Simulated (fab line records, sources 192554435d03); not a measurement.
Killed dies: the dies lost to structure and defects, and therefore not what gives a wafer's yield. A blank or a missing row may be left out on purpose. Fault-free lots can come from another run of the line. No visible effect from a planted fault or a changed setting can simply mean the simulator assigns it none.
Lot-split experiment -- flow n5Finfet -- 7 lots, 39 wafers read, on a route of 1938 steps

THE SPLIT ITSELF
At N5_BEOL_M2_PECVD_72 (deposits SiO2 from TEOS/O2, target thk 16 nm, time 18 s), the setting timeS was moved away from the recipe's 18 s on 18 of the 39 wafers read, by -57.8% to +42.3%. All remaining wafers had this setting at the recipe value.

The split's own step is where the reading is taken.

THE READING
SiO2_of_BEOL_M2_PECVD_72.thkNm (the simulator's own value, which no gauge read), in nm, at N5_BEOL_M2_PECVD_72 (deposits SiO2 from TEOS/O2, target thk 16 nm, time 18 s). There is no usual value for it anywhere in the file. The 21 wafers here that ran the recipe average 15.9 nm, standard deviation 0.25 nm.

wafer,"tool, chamber at the split","timeS as run, s",against the recipe,"SiO2_of_BEOL_M2_PECVD_72.thkNm, nm",against lot-mates on the recipe
L074.1,"pecvd-04, 0",18,recipe,16,-
L074.2,"pecvd-04, 2",9.543,-47.0%,8.4,-7.6
L074.5,"pecvd-04, 2",9.543,-47.0%,8.4,-7.6
L074.3,"pecvd-04, 0",18,recipe,16.2,-
L074.4,"pecvd-04, 2",18,recipe,15.8,-
L074.6,"pecvd-04, 0",9.543,-47.0%,8.8,-7.2
L075.1,"pecvd-04, 2",18,recipe,15.6,-
L075.2,"pecvd-04, 1",18,recipe,16,-
L075.3,"pecvd-04, 0,2",9.921,-44.9%,8.8,-7.1
L075.5,"pecvd-04, 0,2",9.921,-44.9%,8.8,-7.1
L075.4,"pecvd-04, 1",9.921,-44.9%,9.2,-6.7
L075.6,"pecvd-04, 0",18,recipe,16.2,-
L080.1,"pecvd-02, 2",7.597,-57.8%,7,-9.0
L080.2,"pecvd-02, 0",18,recipe,15.6,-
L080.3,"pecvd-02, 1,0",18,recipe,16.2,-
L080.4,"pecvd-02, 1,0",18,recipe,16.2,-
L080.5,"pecvd-02, 1,2",7.597,-57.8%,7.2,-8.8
L080.6,"pecvd-02, 1,2",7.597,-57.8%,7.2,-8.8
L085.1,"pecvd-01, 2",18,recipe,15.8,-
L085.2,"pecvd-01, 0",18,recipe,15.4,-
L085.3,"pecvd-01, 1",25.61,+42.3%,22.4,+6.6
L085.4,"pecvd-01, 0",25.61,+42.3%,22.2,+6.4
L085.5,"pecvd-01, 1",25.61,+42.3%,22.8,+7.0
L085.6,"pecvd-01, 2",18,recipe,16.2,-
L089.1,"pecvd-01, 1",18,recipe,16.2,-
L089.2,"pecvd-01, 0",14.76,-18.0%,12.8,-3.1
L089.3,"pecvd-01, 2,0",18,recipe,15.8,-
L089.5,"pecvd-01, 2,0",18,recipe,15.8,-
L089.4,"pecvd-01, 2",14.76,-18.0%,13,-2.9
L089.6,"pecvd-01, 1",14.76,-18.0%,13.4,-2.5
L090.1,"pecvd-04, 1,0",21.66,+20.3%,19,+3.1
L090.6,"pecvd-04, 1,0",21.66,+20.3%,19,+3.1
L090.2,"pecvd-04, 0",21.66,+20.3%,18.8,+2.9
L090.3,"pecvd-04, 1,0",18,recipe,15.8,-
L090.4,"pecvd-04, 1,0",18,recipe,15.8,-
L090.5,"pecvd-04, 1",18,recipe,16.2,-
L093.2,"pecvd-02, 2,0",18,recipe,15.6,-
L093.3,"pecvd-02, 2,0",18,recipe,15.6,-
L093.6,"pecvd-02, 0",18,recipe,15.8,-
Rows listing several chambers each stand for several wafers; the file does not say which wafer went through which chamber.

FIT RESULTS
A straight line over all 39 wafers: SiO2_of_BEOL_M2_PECVD_72.thkNm changes by +0.154 nm for each +1% of timeS; r = +1.00; the points scatter about the line by 0.24 nm.
The same after taking each lot's own level away (the mean of its wafers on the recipe; 39 wafers): +0.156 nm for each +1%; r = +1.00; scatter 0.23 nm.
That fit puts the effect of the largest move of timeS on the reading at 9 nm.
Across the lots, their own levels run from 15.67 to 16.00 nm, a range of 1.3 times the standard deviation given above.
So the lot-to-lot level changes the slope little: the two slopes agree.
Check: for one of the wafers moved furthest among these (-57.8%), held out of the fit, the line's prediction against its lot-mates is -9.01 nm. It came out at -9 nm against them.

OTHER SPLITS ON THESE WAFERS
Before the reading, these wafers also passed through other splits. Each is held against what the fit with the lots' levels taken away leaves over:
other split on the same wafers,wafers away from the commonest value,r with SiO2_of_BEOL_M2_PECVD_72.thkNm (lot level and that fit taken away)
N5_BEOL_M1_ILD_DEP_00 targetThkA,12,+0.16

THE FILE'S OWN FIT
SiO2_of_BEOL_M2_PECVD_72.thkNm changes by +0.156 nm for each +1% of timeS, r = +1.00.
